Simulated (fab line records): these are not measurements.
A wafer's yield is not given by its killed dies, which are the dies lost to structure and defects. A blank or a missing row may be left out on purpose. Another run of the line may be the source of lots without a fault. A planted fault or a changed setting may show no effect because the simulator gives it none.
Comparing a struck lot with a sound one    flow nandHarc    16 out of 1159 route steps
Sound: the wafers L958.3, L958.5, L958.6. Wafers struck: L966.3, L966.4, L966.6. The cause is named last.
For every step that has rows: the tool of each side, followed by ch and its chambers, followed by its first start. Under that, the readings that differ: sound wafers    struck wafers    difference of the means    sigmas: that difference in standard deviations of wafers without a fault.
alike: a reading whose means differ by less than 2 such deviations, as well as words and numbers matching on both sides. not compared: withheld readings; readings where some wafer has no value; bounds like >300 that might hide an equal value; numbers whose values overlap and for which the record gives no deviation.
The two part at a step that has a row with sigmas, a row that says differs or no value, or rows on one side only. Numbers that don't overlap but have no deviation are shown without sigmas and don't part them. A reading that every wafer of one side lacks parts them only if that side has two wafers or more.

NHARC_P_M2_PRE_CLEAN_30: time 30 s.
  sound on pvdSputter-02; struck on pvdSputter-02
  alike: heaterPowerW, susceptorTempC
NHARC_P_M2_PVD_20: deposits TaN, target thk 5 nm, time 8.06 s.
  sound on pvdSputter-02; struck on pvdSputter-02
  alike: throttleValvePct
NHARC_P_M2_PVD_21: deposits Cu, target thk 30 nm, time 20.49 s.
  sound on pvdSputter-02; struck on pvdSputter-02
  alike: throttleValvePct
then, 1 step without rows for these wafers: NHARC_P_M2_ECD_22 (material Cu, target thk 400 nm).
NHARC_P_M2_ANNEAL_31: time 90 s.
  sound on rtpAnneal-01 ch 0, day 7 18:12; struck on rtpAnneal-02 ch 0, day 10 10:33
  alike: wafer_temp_C_max
then, 1 step without rows for these wafers: NHARC_P_M2_CMP_23 (polishes, t overpolish 20 s, target thk 144.3 nm).
NHARC_P_M2_THK_MEAS_24: measures by xrf.
  sound on filmMetro-02 at day 7 18:46; struck on filmMetro-01 at day 10 11:07
  alike: thkNm
next, for these wafers, 1 step has no rows: NHARC_P_M2_SRD_25.
NHARC_P_M2_INSPECT_27:
  sound on defectInspect-02 at day 7 18:55; struck on defectInspect-01 at day 10 11:16
  alike: rawDefectCount
then, 1 step without rows for these wafers: NHARC_P_M2_PRE_CLEAN_32 (time 12 s).
NHARC_P_M2_DEP_33: deposits SiCN, target thk 30 nm.
  sound on pecvd-04 ch 1,2, day 7 19:21; struck on pecvd-02 ch 0,1,2, day 10 11:28
  alike: heaterPowerW, susceptorTempC
NHARC_P_BONDPAD_DEP_00: deposits SiCN, target thk 250 nm.
  sound on pecvd-04 ch 0,1,2, day 7 19:45; struck on pecvd-04 ch 0,1, day 10 12:35
  alike: heaterPowerW, susceptorTempC
then, 1 step without rows for these wafers: NHARC_P_BONDPAD_CMP_32 (polishes SiCN, target thk 200 nm).
NHARC_P_BONDPAD_THK_MEAS_33: measures by ellipsometry.
  sound on filmMetro-02 at day 7 20:20; struck on filmMetro-02 at day 10 13:32
reading     sound              struck             difference  sigmas
thkNm (nm)  202.7 199.6 202.2  185.0 190.6 200.1  -9.6        -6
then, 2 steps without rows for these wafers: NHARC_P_BONDPAD_SRD_34; NHARC_END_SORT_01.

WHERE THEY PART
At NHARC_P_BONDPAD_THK_MEAS_33 and nowhere else, as far as this record goes.

WHY: the cause the simulator had injected
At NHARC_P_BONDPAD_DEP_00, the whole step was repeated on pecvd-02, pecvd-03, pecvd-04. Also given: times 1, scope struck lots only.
